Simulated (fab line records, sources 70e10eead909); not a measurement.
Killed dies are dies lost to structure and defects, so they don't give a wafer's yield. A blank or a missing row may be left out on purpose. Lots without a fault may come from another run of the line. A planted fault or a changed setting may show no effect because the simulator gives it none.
One fault seen from 2 desks | flow nand_harc | each desk has only its own numbers; what lay behind them comes last

THE TOOL OWNER'S DESK: litho_track-03
The tool's own readings at NHARC_P_ZERO_WELL_PEB_09 (peb time 80 s): means of the sampled wafers that have a number, for each lot that ran on this tool. A lot is out of limits, marked OUT, if its mean lies more than 4 standard deviations from the usual mean; the brackets give that distance.
Columns: A = heater_power_total_W at NHARC_P_ZERO_WELL_PEB_09, usual 189.9 W
lot  | first seen here | A
L910 | day 2 07:32     | 189.3
L913 | day 3 01:03     | 190.2
L916 | day 3 19:02     | 189.5
L920 | day 4 19:15     | 190.0
L921 | day 5 01:17     | 189.1
L922 | day 5 07:02     | 189.2
This desk's finding: nothing out of limits on any of the 6 lots.

THE METROLOGY DESK
What the gauges read, lot by lot, whatever tool the lot ran on: means of the sampled wafers that have a number. A lot is out of limits, marked OUT, if its mean lies more than 4 standard deviations from the usual mean; the brackets give that distance.
Columns: A = cd_nm at NHARC_P_ZERO_WELL_CD_MEAS_11, usual 499.1 nm
lot  | first seen here | A
L907 | day 1 13:15     | 499.3
L908 | day 1 19:09     | 499.8
L910 | day 2 07:37     | 500.3
L913 | day 3 01:08     | 501.1
L914 | day 3 07:14     | 498.3
L916 | day 3 19:07     | 498.1
L920 | day 4 19:20     | 503.0
L921 | day 5 01:23     | 507.1 (+4.5) OUT
L922 | day 5 07:07     | 502.1
L924 | day 5 19:14     | 499.0
L926 | day 6 07:08     | 497.1
L928 | day 6 19:07     | 497.5
This desk's finding: out of limits on L921; first on L921, day 5 01:23 (cd_nm at NHARC_P_ZERO_WELL_CD_MEAS_11). In limits: L907, L908, L910, L913, L914, L916, L920, L922, L924, L926, L928.

PUT TOGETHER
The metrology desk could have raised an alarm at day 5 01:23, on L921.
The tool owner's desk saw nothing out of limits.
The tool owner's desk has L921 on record, within its limits.
Of the lots named, all ran NHARC_P_ZERO_WELL_PEB_09 on litho_track-03.

WHAT THE SIMULATOR HAD PUT IN
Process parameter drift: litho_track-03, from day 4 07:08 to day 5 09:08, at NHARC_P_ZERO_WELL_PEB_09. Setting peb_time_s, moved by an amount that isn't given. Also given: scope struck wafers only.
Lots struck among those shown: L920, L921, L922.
Hours from the fault's start to each desk's first reading out of limits: the metrology desk, 18.
